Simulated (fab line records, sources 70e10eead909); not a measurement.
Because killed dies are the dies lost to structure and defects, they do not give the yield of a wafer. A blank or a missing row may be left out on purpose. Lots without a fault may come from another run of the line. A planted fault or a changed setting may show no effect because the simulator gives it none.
fab line records ; flow nand_harc ; part 2 of 2: steps 5 to 6 of 6
[record] lots = 20; wafers = 60; last_day = 33
route steps=1302 shown A_CHANNEL_HOLE_D2@596 A_CHANNEL_FILL_D2@615 A_STAIRCASE@670
lots untouched by any fault: they come from a run of this same line in which no faults occurred
start_h: hours from the record's first day to the start of the lot's first wafer shown ; wait_h: hours since the lot's step before ; " the same as in the row above ; L1.1+2: several wafers, shown together as one row ; - value missing, or start not given ; * or withheld: withheld ; < > ~ a bound
route shown NAME@n: a module of which the file shows steps, and the number in the route of the first ; usual: mean/standard deviation of fault-free wafers ; same: alike in all rows ; chamber/n: place in a boat ; sites: the reading at each site ; _std_site: the values' standard deviation ; _edge_site: inner sites' mean taken away from outer sites' mean ; radius_mm: for every site, how far away it sits from the centre of the wafer ; mask NAME#n: copy n ; behind: tool/chamber where the wafer was last shaped ; hold: why the lot was held/for how many hours/how that ended ; device: whichever transistor did not switch (one of n, p or np) ; end of line: the route-end tests of the same wafers ; where a step has no rows: the recipe by itself ; killed: not the wafer's yield, but the dies lost to structure and defects at the first sort ; map: dies across one wafer; x = killed, . = not, _ = none there
set.NAME: the setting that was run; set.NAME@STEP: the one run at that earlier step ; model.NAME: the simulator's own value behind a step, which no gauge read
steps of the route over a sample of lots; a table a step, a row a wafer
services: the hour from which a tool's chamber was out of use, counted from the record's first day as start_h (under 0 if before that day), plus the number of hours and why
[[steps]]
[step NHARC_A_CHANNEL_FILL_D2_STRIP_29]
[recipe] time_s = 20; o2_flow_sccm = 500; ar_flow_sccm = 0; bias_w = 0; chemistry = O2
[usual] drypump_motor_current_A = 5.8/0.4; mfc_ar_sccm = 0.008/0.0096; o2_flow_sccm = 499.7/1.5; oes_product_au = 0.998/0.0075; rf_vpp_V = 58.0/0.96; showerhead_plenum_p_Torr = 3.63/0.12; throttle_valve_pct = 17.037/0.0099
lot.wafer;tool;chamber;start_h;wait_h;drypump_motor_current_A;mfc_ar_sccm;o2_flow_sccm;oes_product_au;rf_hours_counter_h;rf_vpp_V;showerhead_plenum_p_Torr;throttle_valve_pct
L074.1;rie_diel-03;3;-;-;5.8;0;498.0;1.004;1;57.7;3.62;17.033
L074.6;rie_diel-03;3;-;-;5.8;0;498.6;0.990;-;57.7;3.63;17.018
L074.5;rie_diel-03;0;-;-;5.5;0;501.1;0.989;-;56.7;3.76;17.027
L075.3;rie_diel-07;3;-;-;5.8;0.029;497.1;0.992;1;58.5;3.47;17.043
L075.2;rie_diel-07;0;-;-;4.8;0.012;499.5;1.004;1;58.4;3.71;17.029
L075.6;rie_diel-07;2;-;-;5.8;0;501.1;0.994;-;57.0;3.45;17.020
L076.2;rie_diel-07;2;370.91;0.2;5.8;0;500.5;0.998;3;57.7;3.45;17.030
L076.6;rie_diel-07;0;370.91;0.2;4.8;0.012;497.6;1.001;-;57.9;3.71;17.044
L076.4;rie_diel-07;1;370.91;0.2;6.2;0.018;501.5;0.989;-;57.6;3.76;17.042
L078.4;rie_diel-03;1;-;-;6.3;0;498.9;0.991;2;58.0;3.56;17.045
L078.1;rie_diel-03;2;-;-;5.7;0.011;500.5;0.998;2;56.2;3.71;17.024
L078.5;rie_diel-03;0;-;-;5.5;0;499.5;1.000;-;58.4;3.76;17.039
L077.1;rie_diel-07;1;381.37;0.2;6.2;0.018;500.1;0.994;3;58.2;3.76;17.054
L077.6;rie_diel-07;2;381.37;0.2;5.8;0;500.9;1.004;-;57.2;3.45;17.022
L077.5;rie_diel-07;1;381.37;0.2;6.2;0.018;497.9;1.010;-;58.5;3.76;17.059
L079.1;rie_diel-13;3;-;-;5.8;0.028;500.0;0.996;6;57.6;3.74;17.062
L079.3;rie_diel-13;2;-;-;6.0;0;502.3;0.979;5;58.0;3.41;17.041
L079.6;rie_diel-13;3;-;-;5.8;0.028;501.0;0.996;-;58.3;3.74;17.036
L082.1;rie_diel-07;2;-;-;5.8;0;500.6;1.001;4;57.5;3.44;17.035
L082.3;rie_diel-07;3;-;-;5.8;0.029;497.6;0.988;2;57.1;3.47;17.030
L082.2;rie_diel-07;0;-;-;4.8;0.012;498.7;1.002;4;57.6;3.71;17.025
L083.4;rie_diel-03;2;-;-;5.8;0.011;498.6;0.995;3;58.5;3.71;17.029
L083.3;rie_diel-03;3;-;-;5.8;0;497.3;1.013;3;57.2;3.62;17.047
L083.5;rie_diel-03;3;-;-;5.8;0;497.7;1.007;-;59.4;3.62;17.033
L085.1;rie_diel-07;2;-;-;5.8;0;498.1;0.989;4;58.5;3.44;17.039
L085.4;rie_diel-07;1;-;-;6.2;0.018;500.8;1.000;5;59.5;3.76;17.044
L085.6;rie_diel-07;3;-;-;5.8;0.029;499.4;1.000;-;58.5;3.47;17.048
L084.2;rie_diel-03;3;-;-;5.8;0;499.5;1.009;4;56.9;3.62;17.028
L084.3;rie_diel-03;0;-;-;5.5;0;499.8;0.996;4;57.9;3.76;17.046
L084.6;rie_diel-03;3;-;-;5.8;0;497.8;1.005;-;59.3;3.62;17.041
L088.1;rie_diel-03;0;-;-;5.5;0;499.7;1.002;1;59.3;3.76;17.051
L088.5;rie_diel-03;1;-;-;6.2;0;498.2;0.991;-;57.2;3.56;17.029
L088.6;rie_diel-03;2;-;-;5.8;0.011;500.0;1.003;-;58.7;3.71;17.037
L089.3;rie_diel-07;0;488.40;0.1;4.8;0.012;498.5;0.993;0;58.0;3.71;17.034
L089.5;rie_diel-07;3;488.40;0.1;5.8;0.029;500.3;0.989;-;57.3;3.47;17.037
L089.4;rie_diel-07;0;488.40;0.1;4.8;0.012;501.3;0.989;-;59.1;3.71;17.047
L087.4;rie_diel-07;1;-;-;6.2;0.018;502.0;1.011;0;56.9;3.76;17.033
L087.2;rie_diel-07;2;-;-;5.8;0;497.5;1.008;0;56.5;3.45;17.032
L087.5;rie_diel-07;1;-;-;6.2;0.018;500.3;1.015;-;57.3;3.76;17.039
L090.1;rie_diel-03;0;-;-;5.5;0;499.9;0.996;1;60.2;3.76;17.036
L090.5;rie_diel-03;2;-;-;5.7;0.011;498.8;1.000;-;59.7;3.71;17.035
L090.6;rie_diel-03;3;-;-;5.8;0;499.9;0.988;-;57.7;3.62;17.032
L091.3;rie_diel-13;3;-;-;5.8;0.028;502.3;1.000;27;59.1;3.73;17.030
L091.4;rie_diel-13;1;-;-;5.6;0.017;500.1;0.989;29;59.2;3.49;17.045
L091.1;rie_diel-13;2;-;-;6.1;0;501.5;0.998;27;57.2;3.40;17.012
L093.3;rie_diel-03;2;-;-;5.7;0.011;500.6;0.999;2;57.8;3.71;17.031
L093.2;rie_diel-03;3;-;-;5.8;0;501.0;1.006;2;58.2;3.62;17.054
L093.4;rie_diel-03;1;-;-;6.2;0;498.6;1.007;2;57.9;3.56;17.032
L094.3;rie_diel-07;2;549.50;0.1;5.8;0;498.1;1.014;1;57.4;3.44;17.032
L094.5;rie_diel-07;1;549.50;0.1;6.2;0.018;499.3;1.002;-;57.2;3.76;17.040
L094.6;rie_diel-07;2;549.50;0.1;5.8;0;500.9;1.003;-;57.5;3.44;17.029
L095.1;rie_diel-03;0;-;-;5.5;0;497.1;1.009;3;58.1;3.75;17.031
L095.3;rie_diel-03;1;-;-;6.3;0;498.9;0.999;3;58.3;3.56;17.038
L095.4;rie_diel-03;3;-;-;5.8;0;499.8;0.996;3;59.1;3.62;17.051
L096.4;rie_diel-03;1;-;-;6.3;0;500.6;0.995;3;57.2;3.56;17.034
L096.5;rie_diel-03;3;-;-;5.8;0;500.7;0.985;-;58.3;3.62;17.027
L096.6;rie_diel-03;0;-;-;5.5;0;500.6;0.998;-;57.8;3.76;17.027
L097.4;rie_diel-07;1;-;-;6.2;0.018;501.9;0.992;2;58.3;3.76;17.031
L097.1;rie_diel-07;2;-;-;5.8;0;500.1;1.002;2;57.6;3.44;17.029
L097.6;rie_diel-07;2;-;-;5.8;0;498.2;0.999;-;56.1;3.44;17.026
[step NHARC_A_STAIRCASE_TRIM_14]
[recipe] time_s = 211.2; o2_flow_sccm = 500; ar_flow_sccm = 0; bias_w = 0; chemistry = O2
[usual] drypump_motor_current_A = 5.6/0.3; mfc_ar_sccm = 0.007/0.009; o2_flow_sccm = 500.1/1.4; oes_product_au = 1.002/0.0067; rf_vpp_V = 57.8/0.88; showerhead_plenum_p_Torr = 3.54/0.15; throttle_valve_pct = 17.038/0.0092
lot.wafer;tool;chamber;start_h;wait_h;drypump_motor_current_A;mfc_ar_sccm;o2_flow_sccm;oes_product_au;rf_hours_counter_h;rf_vpp_V;showerhead_plenum_p_Torr;throttle_valve_pct
L074.1;rie_diel-02;2;-;-;5.7;0.005;499.9;1.006;44;57.4;3.59;17.032
L074.5;rie_diel-02;0;-;-;5.2;0;499.9;0.999;-;57.5;3.39;17.029
L074.6;rie_diel-02;1;-;-;5.7;0.004;500.2;1.008;-;58.2;3.36;17.026
L075.3;rie_diel-09;2;-;-;5.7;0.028;501.4;1.005;12;57.4;3.49;17.021
L075.2;rie_diel-09;0;-;-;5.8;0.004;499.3;0.999;17;58.5;3.67;17.037
L075.6;rie_diel-09;2;-;-;5.8;0.028;500.3;1.002;-;56.7;3.49;17.034
L076.2;rie_diel-09;0;-;-;5.8;0.004;499.3;0.996;19;59.0;3.66;17.036
L076.4;rie_diel-09;2;-;-;5.8;0.028;500.8;1.002;15;56.6;3.49;17.051
L076.6;rie_diel-09;0;-;-;5.8;0.004;499.4;0.999;-;58.5;3.66;17.034
L078.4;rie_diel-02;2;-;-;5.7;0.005;500.7;1.002;50;57.2;3.59;17.046
L078.1;rie_diel-02;3;-;-;5.1;0;499.1;1.007;48;58.7;3.26;17.031
L078.5;rie_diel-02;2;-;-;5.7;0.005;501.2;1.007;-;56.7;3.59;17.029
L077.1;rie_diel-09;1;-;-;5.7;0.004;501.9;1.009;19;58.5;3.74;17.030
L077.6;rie_diel-09;3;-;-;5.2;0.024;500.4;0.998;-;58.7;3.53;17.046
L077.5;rie_diel-09;0;-;-;5.8;0.004;501.8;1.014;-;59.0;3.66;17.032
L079.3;rie_diel-09;2;-;-;5.8;0.028;497.7;1.005;20;57.3;3.49;17.043
L079.1;rie_diel-09;1;-;-;5.7;0.004;500.5;1.005;20;58.2;3.74;17.026
L079.6;rie_diel-09;3;-;-;5.2;0.024;502.7;1.001;-;58.3;3.53;17.026
L082.3;rie_diel-06;3;-;-;5.8;0;499.4;1.004;44;57.4;3.59;17.042
L082.1;rie_diel-06;0;-;-;6.2;0.009;502.5;1.005;41;58.1;3.53;17.023
L082.2;rie_diel-06;1;-;-;5.3;0;498.4;0.997;40;57.2;3.33;17.034
L083.4;rie_diel-02;1;-;-;5.7;0.004;499.4;0.995;8;58.1;3.35;17.037
L083.3;rie_diel-02;2;-;-;5.7;0.005;500.5;1.009;9;59.4;3.58;17.028
L083.5;rie_diel-02;2;-;-;5.7;0.005;497.8;1.001;-;57.6;3.58;17.038
L084.3;rie_diel-06;2;-;-;5.7;0;501.0;1.010;53;58.1;3.72;17.042
L084.2;rie_diel-06;3;-;-;5.8;0;500.6;0.991;53;59.4;3.59;17.030
L084.6;rie_diel-06;3;-;-;5.8;0;501.0;0.994;-;56.9;3.59;17.035
L085.4;rie_diel-02;2;-;-;5.7;0.005;499.3;0.996;18;58.1;3.58;17.034
L085.1;rie_diel-02;0;-;-;5.3;0;500.1;0.993;17;58.1;3.38;17.043
L085.6;rie_diel-02;1;-;-;5.7;0.004;501.6;1.006;-;57.1;3.34;17.033
L088.1;rie_diel-02;0;-;-;5.2;0;501.2;0.991;26;56.1;3.37;17.039
L088.5;rie_diel-02;1;-;-;5.7;0.004;500.1;1.009;-;57.2;3.34;17.034
L088.6;rie_diel-02;2;-;-;5.7;0.005;499.5;1.006;-;58.4;3.57;17.044
L089.4;rie_diel-02;0;-;-;5.2;0;499.0;0.993;27;58.2;3.37;17.027
L089.3;rie_diel-02;2;-;-;5.8;0.005;502.9;1.000;30;58.3;3.57;17.033
L089.5;rie_diel-02;0;-;-;5.3;0;498.5;0.987;-;57.2;3.37;17.033
L087.2;rie_diel-06;3;-;-;5.8;0;498.7;1.008;3;56.5;3.58;17.036
L087.4;rie_diel-06;0;-;-;6.2;0.009;500.3;0.998;3;57.7;3.51;17.052
L087.5;rie_diel-06;3;-;-;5.8;0;498.3;1.005;-;58.4;3.58;17.036
L090.1;rie_diel-02;3;-;-;5.1;0;501.4;1.003;29;58.1;3.79;17.035
L090.6;rie_diel-02;2;-;-;5.8;0.005;497.1;1.004;-;56.7;3.57;17.035
L090.5;rie_diel-02;3;-;-;5.1;0;500.9;1.001;-;58.1;3.79;17.038
L091.1;rie_diel-09;0;-;-;5.8;0.004;501.7;1.009;6;59.2;3.64;17.045
L091.3;rie_diel-09;3;-;-;5.2;0.024;499.4;1.011;9;58.5;3.51;17.051
L091.4;rie_diel-09;0;-;-;5.8;0.004;500.5;1.005;-;58.1;3.64;17.043
L093.2;rie_diel-09;1;-;-;5.7;0.004;501.1;0.995;9;58.4;3.71;17.037
L093.3;rie_diel-09;3;-;-;5.2;0.024;499.4;0.996;12;58.8;3.50;17.042
L093.4;rie_diel-09;3;-;-;5.2;0.024;501.2;0.997;-;57.7;3.50;17.043
L094.3;rie_diel-02;2;-;-;5.7;0.005;500.9;1.018;49;57.5;3.56;17.033
L094.6;rie_diel-02;1;-;-;5.7;0.004;497.4;1.012;-;57.7;3.33;17.053
L094.5;rie_diel-02;2;-;-;5.7;0.005;503.1;1.006;-;58.4;3.56;17.054
L095.3;rie_diel-02;2;-;-;5.7;0.005;498.7;1.019;50;56.9;3.56;17.044
L095.1;rie_diel-02;3;-;-;5.1;0;499.1;1.015;46;58.9;3.78;17.058
L095.4;rie_diel-02;0;-;-;5.2;0;498.9;0.996;48;58.3;3.36;17.031
L096.4;rie_diel-09;2;-;-;5.8;0.028;499.5;0.998;12;57.6;3.46;17.035
L096.6;rie_diel-09;2;-;-;5.8;0.028;498.2;1.006;-;56.9;3.46;17.039
L096.5;rie_diel-09;3;-;-;5.2;0.024;502.2;1.002;-;57.0;3.50;17.029
L097.1;rie_diel-06;2;-;-;5.8;0;501.0;0.997;33;59.4;3.69;17.057
L097.4;rie_diel-06;3;-;-;5.8;0;500.6;1.009;29;56.7;3.57;17.054
L097.6;rie_diel-06;2;-;-;5.8;0;500.8;1.001;-;58.6;3.69;17.042
[[services]]
tool;chamber;start_h;hours;kind
rie_diel-03;-;281.30;9.0;pm
rie_diel-07;-;294.20;9.0;pm
rie_diel-13;2;304.40;5.2;repair
har_etch-02;-;309.72;2.8;repair
rie_diel-03;3;310.63;6.9;repair
rie_diel-09;-;320.34;9.0;pm
rie_diel-13;-;339.34;5.2;repair
rie_diel-13;-;344.59;9.0;pm
rie_diel-07;3;361.64;23.6;repair
rie_diel-02;3;365.74;8.2;repair
har_etch-02;-;384.03;17.0;pm
rie_diel-13;3;391.97;2.0;repair
rie_diel-02;-;394.62;9.0;pm
rie_diel-03;-;458.30;9.0;pm
ald_sin_batch-02;-;464.48;12.7;repair
rie_diel-07;-;471.20;9.0;pm
rie_diel-07;3;482.17;1.8;repair
rie_diel-07;2;484.21;4.3;repair
rie_diel-09;-;497.99;9.0;pm
rie_diel-03;0;498.80;6.5;repair
rie_diel-13;-;521.78;9.0;pm
rie_diel-09;2;528.34;13.0;repair
rie_diel-07;3;546.66;8.5;repair
rie_diel-02;-;571.62;9.0;pm
